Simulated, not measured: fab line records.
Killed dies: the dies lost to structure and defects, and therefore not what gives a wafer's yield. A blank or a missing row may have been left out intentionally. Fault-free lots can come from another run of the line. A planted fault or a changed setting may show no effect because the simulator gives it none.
A lot that was struck, set against a sound lot || flow nandHarc || 18 out of 1159 route steps
Sound: wafers L442.3, L442.5, L442.6. Wafers L441.3, L441.4, L441.6 were the ones struck. The cause comes at the end.
Order at every step that has rows: each side's tool, ch and its chambers, its first start. Under that, the readings that differ: sound wafers || struck wafers || difference of the means || sigmas: that difference in standard deviations of wafers without a fault.
alike: words and numbers the same on both sides, and readings whose means are apart by under 2 such deviations; not compared: readings that were withheld, readings missing a value for some wafer, numbers with overlapping values and no deviation given by the record, and bounds like >300 which may hide the same value.
The two part at a step that has a row with sigmas, a row that says differs or no value, or rows on one side only. Non-overlapping numbers with no deviation appear without sigmas and do not part them. A reading missing from all wafers of one side parts the sides only when that side holds two or more wafers.

NHARC_P_GATE_CD_MEAS_46 targets a cd of 720 nm.
  sound on cdSem-03 ch 0, day 6 02:35; struck on cdSem-02 ch 0, day 5 16:31
  alike: cdNm
then, 1 step without rows for these wafers: NHARC_P_GATE_HARDBAKE_47 (time 80 s).
NHARC_P_GATE_DESCUM_48: chemistry O2, time 3 s.
  sound on rieDiel-02 ch 0,1, day 6 02:44; struck on rieDiel-01 ch 0,2,3, day 5 16:41
  alike: drypumpMotorCurrentA, oesProductAu, rfVppV, showerheadPlenumPTorr, throttleValvePct
  not compared: rfHoursCounterH
next, for these wafers, 1 step has no rows: NHARC_P_GATE_IMPLANT_49.
NHARC_P_GATE_STRIP_111: strips in N2/H2, time 250 s.
  sound on plasmaAsher-02 ch 0,1, day 6 03:16; struck on plasmaAsher-01 ch 0,1, day 5 17:08
  alike: drypumpMotorCurrentA, heaterPowerW, tempC
  not compared: rfHoursCounterH
NHARC_P_GATE_STRIP_75: strips in O2.
  sound on plasmaAsher-02 ch 0,1, day 6 03:27; struck on plasmaAsher-01 ch 0,1, day 5 17:22
  alike: drypumpMotorCurrentA, heaterPowerW, tempC
  not compared: rfHoursCounterH
then, 6 steps without rows for these wafers: NHARC_P_GATE_STRIP_50 (strips in SPM, time 900 s); NHARC_P_GATE_DEHYDRATE_51 (time 120 s); NHARC_P_GATE_HMDS_52 (time 30 s); NHARC_P_GATE_COAT_53; NHARC_P_GATE_SOFTBAKE_54 (time 95 s); NHARC_P_GATE_EBR_55.
NHARC_P_GATE_EXPOSE_56: exposes mask P PSD, target cd 720 nm.
  sound on krfScanner-02 ch 0, day 6 04:04; struck on krfScanner-02 ch 0, day 5 18:08
{"reading": "mask", "sound": "P_PSD#0 P_PSD#0 P_PSD#0", "struck": "P_PSD_R1#0 P_PSD_R1#0 P_PSD_R1#0", "difference": "differs", "sigmas": ""}
{"reading": "exposureDoseMJCm2", "sound": "14.819 14.792 14.790", "struck": "14.848 14.828 14.827", "difference": "+0.034", "sigmas": "+2"}
then, 2 steps without rows for these wafers: NHARC_P_GATE_PEB_57 (peb time 85 s); NHARC_P_GATE_DEVELOP_58 (time 70 s).
NHARC_P_GATE_CD_MEAS_59 targets a cd of 720 nm.
  sound on cdSem-01 ch 0, day 6 04:13; struck on cdSem-03 ch 0, day 5 18:17
{"reading": "cdNm (nm)", "sound": "720.4 720.6 723.0", "struck": "697.4 694.1 693.4", "difference": -26.4, "sigmas": -14}
then, 1 step without rows for these wafers: NHARC_P_GATE_HARDBAKE_60 (time 80 s).
-- the record jumps here: 15 days lie between the struck wafers' starts before and after (it left off in module P_GATE and takes up again in module END, whose first step shown is number 1159 of the route) --
NHARC_END_SORT_01:
  at this point the record logs the struck wafers (prober-02 ch 0, day 20 06:23) and has no rows for the sound ones

== WHERE THEY PART ==
Earliest at NHARC_P_GATE_EXPOSE_56; latest, in this record, at NHARC_END_SORT_01.

WHY: the cause the simulator had injected
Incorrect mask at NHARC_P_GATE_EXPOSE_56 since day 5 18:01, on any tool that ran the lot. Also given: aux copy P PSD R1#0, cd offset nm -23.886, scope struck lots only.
